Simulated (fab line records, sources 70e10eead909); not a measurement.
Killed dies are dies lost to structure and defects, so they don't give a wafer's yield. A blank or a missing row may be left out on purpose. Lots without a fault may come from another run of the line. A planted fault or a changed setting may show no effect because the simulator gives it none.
Which tool did it? | flow nand_harc | 12 lots, 36 wafers sampled, at 3 steps of a route of 1159

WHAT THE GAUGES READ, wafer by wafer
NHARC_A_CHANNEL_HOLE_D1_CD_MEAS_30.
lot  | measured     | on        | cd_nm (nm)
L076 | day 8 19:47  | cd_sem-03 | 91.3 89.1 90.8
L078 | day 9 03:30  | cd_sem-02 | 90.3 91.2 89.2
L080 | day 9 21:53  | cd_sem-01 | 89.2 89.5 89.4
L082 | day 10 08:59 | cd_sem-01 | 89.8 89.7 89.2
L081 | day 10 13:08 | cd_sem-01 | 88.5 88.6 89.2
L084 | day 11 04:31 | cd_sem-01 | 90.9 89.7 90.5
L086 | day 11 17:43 | cd_sem-01 | 90.4 88.2 89.5
L089 | day 12 09:23 | cd_sem-03 | 90.9 91.0 89.6
L092 | day 12 13:41 | cd_sem-03 | 90.1 90.2 90.8
L093 | day 13 00:35 | cd_sem-03 | 90.4 89.6 90.3
L095 | day 13 21:11 | cd_sem-01 | 90.9 89.5 90.3
L096 | day 14 02:33 | cd_sem-01 | 90.0 91.3 91.1

WHICH TOOL RAN EACH LOT (tool, then ch and the chambers of the sampled wafers, then the start)
lot  | NHARC_A_CHANNEL_HOLE_D1_ETCH_23  | NHARC_A_CHANNEL_HOLE_D1_ETCH_24
L076 | har_etch-01 ch 0,1, day 8 15:41  | har_etch-01 ch 0,1, day 8 16:23
L078 | har_etch-01 ch 0,1, day 8 22:55  | har_etch-01 ch 0,1, day 8 23:37
L080 | har_etch-01 ch 0,1, day 9 17:45  | har_etch-01 ch 0,1, day 9 18:26
L082 | har_etch-02 ch 0,1, day 10 05:05 | har_etch-02 ch 0,1, day 10 05:47
L081 | har_etch-02 ch 0,1, day 10 09:00 | har_etch-02 ch 0,1, day 10 09:42
L084 | har_etch-02 ch 0,1, day 10 23:54 | har_etch-02 ch 0,1, day 11 00:36
L086 | har_etch-01 ch 0,1, day 11 13:42 | har_etch-01 ch 0,1, day 11 14:24
L089 | har_etch-02 ch 0,1, day 12 05:16 | har_etch-02 ch 0,1, day 12 05:58
L092 | har_etch-02 ch 0,1, day 12 09:28 | har_etch-02 ch 0,1, day 12 10:10
L093 | har_etch-01 ch 0,1, day 12 20:31 | har_etch-01 ch 0,1, day 12 21:12
L095 | har_etch-02 ch 0,1, day 13 17:07 | har_etch-02 ch 0,1, day 13 17:49
L096 | har_etch-02 ch 0,1, day 13 22:32 | har_etch-02 ch 0,1, day 13 23:14
- NHARC_A_CHANNEL_HOLE_D1_ETCH_23: etches the open film in C4F8/O2/Ar, time 819 s, target depth 1600 nm.
- NHARC_A_CHANNEL_HOLE_D1_ETCH_24: etches the open film in C4F8/O2/Ar, time 906.2 s, target depth 1500 nm.

THE ANSWER, worked out from the rows above alone
Rule: what is usual is taken from the lots themselves. Put in order of their means at a reading, lots are off if they are a third of the lots or fewer, leave a main group of 4 or more, and stand apart from it by a gap of 3 or more times the standard deviation of the main group's means; of several such gaps the widest counts. A main group whose means are all the same, to the digits that the tables above print for the reading, isn't used. A lot without any number at a reading at which 4 lots or more have one is off too. The other lots that the step has rows for count as sound.
No lot is off at any reading shown: from this, nothing can be told.

WHAT THE SIMULATOR HAD PUT IN
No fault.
